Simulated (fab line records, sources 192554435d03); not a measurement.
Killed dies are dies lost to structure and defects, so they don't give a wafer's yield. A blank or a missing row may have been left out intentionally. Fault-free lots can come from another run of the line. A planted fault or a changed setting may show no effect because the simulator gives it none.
Which tool was responsible? :: flow n5_finfet :: Sampling: 12 lots, 33 wafers, 4 of 1938 route steps

WHAT THE GAUGES READ, wafer by wafer
Not one reading of a measure or inspect step in the record can be checked against a usual standard deviation.

WHAT TOOL EACH LOT RAN ON (gives the tool, then ch and the chambers of the sampled wafers, and finally the start)
lot: L452
N5_DUMMY_GATE_ETCH_23: rie_si-04 ch 2,3, day 3 04:59
N5_SPACER0_ALD_08: ald_sin-03 ch 0,2,3, day 3 05:53
N5_SD_EPI_N_COAT_33: litho_track-04 ch 0, day 3 06:05
N5_SD_EPI_N_DESCUM_14: rie_diel-06 ch 1,2, day 3 06:32

lot: L455
N5_DUMMY_GATE_ETCH_23: rie_si-01 ch 0,1, day 3 22:35
N5_SPACER0_ALD_08: ald_sin-04 ch 0,1,3, day 3 23:32
N5_SD_EPI_N_COAT_33: litho_track-01 ch 0, day 3 23:43
N5_SD_EPI_N_DESCUM_14: rie_diel-06 ch 0,2,3, day 4 00:04

lot: L457
N5_DUMMY_GATE_ETCH_23: rie_si-02 ch 1,3, day 4 11:22
N5_SPACER0_ALD_08: ald_sin-04 ch 0,1, day 4 12:29
N5_SD_EPI_N_COAT_33: litho_track-01 ch 0, day 4 12:44
N5_SD_EPI_N_DESCUM_14: rie_diel-01 ch 0,1,3, day 4 13:04

lot: L464
N5_DUMMY_GATE_ETCH_23: rie_si-04 ch 0,1,2, day 6 06:32
N5_SPACER0_ALD_08: ald_sin-01 ch 0,1,2, day 6 07:26
N5_SD_EPI_N_COAT_33: litho_track-03 ch 0, day 6 08:00
N5_SD_EPI_N_DESCUM_14: rie_diel-05 ch 0,1,2, day 6 08:38

lot: L465
N5_DUMMY_GATE_ETCH_23: rie_si-01 ch 2,3, day 6 09:56
N5_SPACER0_ALD_08: ald_sin-01 ch 0,2,3, day 6 10:50
N5_SD_EPI_N_COAT_33: litho_track-04 ch 0, day 6 11:02
N5_SD_EPI_N_DESCUM_14: rie_diel-05 ch 0,1,2, day 6 12:09

lot: L467
N5_DUMMY_GATE_ETCH_23: rie_si-02 ch 1,3, day 6 23:26
N5_SPACER0_ALD_08: ald_sin-01 ch 0,2, day 7 00:20
N5_SD_EPI_N_COAT_33: litho_track-01 ch 0, day 7 00:32
N5_SD_EPI_N_DESCUM_14: rie_diel-01 ch 0,1, day 7 01:40

lot: L468
N5_DUMMY_GATE_ETCH_23: rie_si-01 ch 0,3, day 7 04:14
N5_SPACER0_ALD_08: ald_sin-03 ch 0,1,2, day 7 05:08
N5_SD_EPI_N_COAT_33: litho_track-01 ch 0, day 7 05:19
N5_SD_EPI_N_DESCUM_14: rie_diel-01 ch 0,3, day 7 06:15

lot: L469
N5_DUMMY_GATE_ETCH_23: rie_si-02 ch 1,3, day 7 14:46
N5_SPACER0_ALD_08: ald_sin-04 ch 0,1,3, day 7 15:40
N5_SD_EPI_N_COAT_33: litho_track-03 ch 0, day 7 15:51
N5_SD_EPI_N_DESCUM_14: rie_diel-01 ch 0,2,3, day 7 16:11

lot: L470
N5_DUMMY_GATE_ETCH_23: rie_si-01 ch 0,1, day 7 20:20
N5_SPACER0_ALD_08: ald_sin-03 ch 2,3, day 7 21:34
N5_SD_EPI_N_COAT_33: litho_track-01 ch 0, day 7 21:46
N5_SD_EPI_N_DESCUM_14: rie_diel-01 ch 2,3, day 7 22:13

lot: L471
N5_DUMMY_GATE_ETCH_23: rie_si-01 ch 0,1,2, day 8 01:05
N5_SPACER0_ALD_08: ald_sin-01 ch 0,1,2, day 8 01:59
N5_SD_EPI_N_COAT_33: litho_track-03 ch 0, day 8 02:11
N5_SD_EPI_N_DESCUM_14: rie_diel-01 ch 0,3, day 8 02:31

lot: L472
N5_DUMMY_GATE_ETCH_23: rie_si-02 ch 1,3, day 8 09:10
N5_SPACER0_ALD_08: ald_sin-03 ch 0,1, day 8 10:26
N5_SD_EPI_N_COAT_33: litho_track-04 ch 0, day 8 10:37
N5_SD_EPI_N_DESCUM_14: rie_diel-06 ch 0,1,2, day 8 11:00

lot: L473
N5_DUMMY_GATE_ETCH_23: rie_si-04 ch 0,2, day 8 16:08
N5_SPACER0_ALD_08: ald_sin-03 ch 3, day 8 18:51
N5_SD_EPI_N_COAT_33: litho_track-01 ch 0, day 8 19:02
N5_SD_EPI_N_DESCUM_14: rie_diel-06 ch 0,2, day 8 19:31
- N5_DUMMY_GATE_ETCH_23: etches poly-Si in HBr/Cl2/O2, target depth 41 nm, time 22.3 s.
- N5_SPACER0_ALD_08: deposits SiNx, target thk 2 nm.
- N5_SD_EPI_N_COAT_33: time 60 s, resist thk 35 nm.
- N5_SD_EPI_N_DESCUM_14: chemistry O2, time 7.9 s.

WHAT THE TOOLS THEMSELVES READ (means of the sampled wafers that have a number; where no wafer has one, the mark that the record gives instead)
N5_DUMMY_GATE_ETCH_23. Usual: drypump_motor_current_A 5.9 A, standard deviation 0.41; oes_product_au 1.000 a.u., standard deviation 0.023; throttle_valve_pct 37.1 %, standard deviation 0.33.
lot: L452
tool: rie_si-04
drypump_motor_current_A (A): 5.9
oes_product_au (a.u.): 1.004
throttle_valve_pct (%): 37.2
flag: 

lot: L455
tool: rie_si-01
drypump_motor_current_A (A): 5.4
oes_product_au (a.u.): 1.006
throttle_valve_pct (%): 37.2
flag: 

lot: L457
tool: rie_si-02
drypump_motor_current_A (A): 6.2
oes_product_au (a.u.): 0.998
throttle_valve_pct (%): 36.7
flag: 

lot: L464
tool: rie_si-04
drypump_motor_current_A (A): 6.1
oes_product_au (a.u.): 0.980
throttle_valve_pct (%): 37.3
flag: 

lot: L465
tool: rie_si-01
drypump_motor_current_A (A): 6.3
oes_product_au (a.u.): 0.984
throttle_valve_pct (%): 37.6
flag: 

lot: L467
tool: rie_si-02
drypump_motor_current_A (A): 6.2
oes_product_au (a.u.): 1.002
throttle_valve_pct (%): 36.9
flag: 

lot: L468
tool: rie_si-01
drypump_motor_current_A (A): 6.1
oes_product_au (a.u.): 0.984
throttle_valve_pct (%): 37.7
flag: 

lot: L469
tool: rie_si-02
drypump_motor_current_A (A): 6.1
oes_product_au (a.u.): 1.000
throttle_valve_pct (%): 36.7
flag: 

lot: L470
tool: rie_si-01
drypump_motor_current_A (A): 5.3
oes_product_au (a.u.): 1.011
throttle_valve_pct (%): 37.2
flag: 

lot: L471
tool: rie_si-01
drypump_motor_current_A (A): 5.7
oes_product_au (a.u.): 1.013
throttle_valve_pct (%): 37.2
flag: 

lot: L472
tool: rie_si-02
drypump_motor_current_A (A): 6.1
oes_product_au (a.u.): 1.019
throttle_valve_pct (%): 36.9
flag: 

lot: L473
tool: rie_si-04
drypump_motor_current_A (A): 5.8
oes_product_au (a.u.): 0.978
throttle_valve_pct (%): 37.3
flag: 

N5_SPACER0_ALD_08. Usual: 836 W for heater_power_w, sd 74.
lot: L452
tool: ald_sin-03
heater_power_w (W): 809
flag: 

lot: L455
tool: ald_sin-04
heater_power_w (W): 821
flag: 

lot: L457
tool: ald_sin-04
heater_power_w (W): 771
flag: 

lot: L464
tool: ald_sin-01
heater_power_w (W): 835
flag: 

lot: L465
tool: ald_sin-01
heater_power_w (W): 871
flag: 

lot: L467
tool: ald_sin-01
heater_power_w (W): 836
flag: 

lot: L468
tool: ald_sin-03
heater_power_w (W): 858
flag: 

lot: L469
tool: ald_sin-04
heater_power_w (W): 808
flag: 

lot: L470
tool: ald_sin-03
heater_power_w (W): 800
flag: 

lot: L471
tool: ald_sin-01
heater_power_w (W): 825
flag: 

lot: L472
tool: ald_sin-03
heater_power_w (W): 848
flag: 

lot: L473
tool: ald_sin-03
heater_power_w (W): 740
flag: 

N5_SD_EPI_N_COAT_33. Usual: resist_line_temp_C 23.01 C, standard deviation 0.1; spin_speed_rpm 1500.2 rpm, standard deviation 1.1.
lot: L452
tool: litho_track-04
resist_line_temp_C (C): 22.93
spin_speed_rpm (rpm): 1499.6
flag: 

lot: L455
tool: litho_track-01
resist_line_temp_C (C): 23.09
spin_speed_rpm (rpm): 1593.4
flag: OFF

lot: L457
tool: litho_track-01
resist_line_temp_C (C): 23.10
spin_speed_rpm (rpm): 1594.0
flag: OFF

lot: L464
tool: litho_track-03
resist_line_temp_C (C): 23.09
spin_speed_rpm (rpm): 1500.4
flag: 

lot: L465
tool: litho_track-04
resist_line_temp_C (C): 22.85
spin_speed_rpm (rpm): 1499.5
flag: 

lot: L467
tool: litho_track-01
resist_line_temp_C (C): 22.93
spin_speed_rpm (rpm): 1500.4
flag: 

lot: L468
tool: litho_track-01
resist_line_temp_C (C): 23.03
spin_speed_rpm (rpm): 1500.0
flag: 

lot: L469
tool: litho_track-03
resist_line_temp_C (C): 23.04
spin_speed_rpm (rpm): 1501.5
flag: 

lot: L470
tool: litho_track-01
resist_line_temp_C (C): 22.95
spin_speed_rpm (rpm): 1499.9
flag: 

lot: L471
tool: litho_track-03
resist_line_temp_C (C): 23.03
spin_speed_rpm (rpm): 1499.5
flag: 

lot: L472
tool: litho_track-04
resist_line_temp_C (C): 23.07
spin_speed_rpm (rpm): 1499.3
flag: 

lot: L473
tool: litho_track-01
resist_line_temp_C (C): 23.05
spin_speed_rpm (rpm): 1500.8
flag: 

N5_SD_EPI_N_DESCUM_14. Usual: drypump_motor_current_A 5.6 A, standard deviation 0.41; oes_product_au 0.82 a.u., standard deviation 0.098; rf_vpp_V 243.7 V, standard deviation 1.2; showerhead_plenum_p_Torr 2.13 Torr, standard deviation 0.066; throttle_valve_pct 20.45 %, standard deviation 0.16.
lot: L452
tool: rie_diel-06
drypump_motor_current_A (A): 5.6
oes_product_au (a.u.): 0.87
rf_vpp_V (V): 243.7
showerhead_plenum_p_Torr (Torr): 2.15
throttle_valve_pct (%): 20.25
flag: 

lot: L455
tool: rie_diel-06
drypump_motor_current_A (A): 5.2
oes_product_au (a.u.): 0.79
rf_vpp_V (V): 244.3
showerhead_plenum_p_Torr (Torr): 2.17
throttle_valve_pct (%): 20.51
flag: 

lot: L457
tool: rie_diel-01
drypump_motor_current_A (A): 5.7
oes_product_au (a.u.): 0.84
rf_vpp_V (V): 244.5
showerhead_plenum_p_Torr (Torr): 2.16
throttle_valve_pct (%): 20.48
flag: 

lot: L464
tool: rie_diel-05
drypump_motor_current_A (A): 5.8
oes_product_au (a.u.): 0.89
rf_vpp_V (V): 242.1
showerhead_plenum_p_Torr (Torr): 2.08
throttle_valve_pct (%): 20.37
flag: 

lot: L465
tool: rie_diel-05
drypump_motor_current_A (A): 5.8
oes_product_au (a.u.): 0.89
rf_vpp_V (V): 242.4
showerhead_plenum_p_Torr (Torr): 2.07
throttle_valve_pct (%): 20.36
flag: 

lot: L467
tool: rie_diel-01
drypump_motor_current_A (A): 5.8
oes_product_au (a.u.): 0.86
rf_vpp_V (V): 244.8
showerhead_plenum_p_Torr (Torr): 2.13
throttle_valve_pct (%): 20.43
flag: 

lot: L468
tool: rie_diel-01
drypump_motor_current_A (A): 5.5
oes_product_au (a.u.): 0.81
rf_vpp_V (V): 243.6
showerhead_plenum_p_Torr (Torr): 2.16
throttle_valve_pct (%): 20.50
flag: 

lot: L469
tool: rie_diel-01
drypump_motor_current_A (A): 5.3
oes_product_au (a.u.): 0.84
rf_vpp_V (V): 243.3
showerhead_plenum_p_Torr (Torr): 2.16
throttle_valve_pct (%): 20.48
flag: 

lot: L470
tool: rie_diel-01
drypump_motor_current_A (A): 5.2
oes_product_au (a.u.): 0.81
rf_vpp_V (V): 244.4
showerhead_plenum_p_Torr (Torr): 2.17
throttle_valve_pct (%): 20.51
flag: 

lot: L471
tool: rie_diel-01
drypump_motor_current_A (A): 5.5
oes_product_au (a.u.): 0.74
rf_vpp_V (V): 244.7
showerhead_plenum_p_Torr (Torr): 2.16
throttle_valve_pct (%): 20.61
flag: 

lot: L472
tool: rie_diel-06
drypump_motor_current_A (A): 5.6
oes_product_au (a.u.): 0.77
rf_vpp_V (V): 242.7
showerhead_plenum_p_Torr (Torr): 2.09
throttle_valve_pct (%): 20.43
flag: 

lot: L473
tool: rie_diel-06
drypump_motor_current_A (A): 5.3
oes_product_au (a.u.): 0.79
rf_vpp_V (V): 243.9
showerhead_plenum_p_Torr (Torr): 2.16
throttle_valve_pct (%): 20.45
flag: 

THE ANSWER, worked out from the rows above alone
Rule: lot off if the mean of its wafers having a number is beyond 3 standard deviations from the usual mean. A lot without any number at a reading at which 4 lots or more have one is off too. The other lots that the step has rows for count as sound. First the gauges in route order, then the tools' own readings, where a lot's mean is used as printed above. At the first step where some lot is off, the reading lying furthest off is the one used; lots without a number count as furthest.
Off: L455, L457, at N5_SD_EPI_N_COAT_33 (spin_speed_rpm).
A tool fits if, at that step or a process step before it, it ran every lot that is off, and no sound lot after the first of them. No candidate that was tried fits.

WHAT HAD BEEN PUT IN BY THE SIMULATOR
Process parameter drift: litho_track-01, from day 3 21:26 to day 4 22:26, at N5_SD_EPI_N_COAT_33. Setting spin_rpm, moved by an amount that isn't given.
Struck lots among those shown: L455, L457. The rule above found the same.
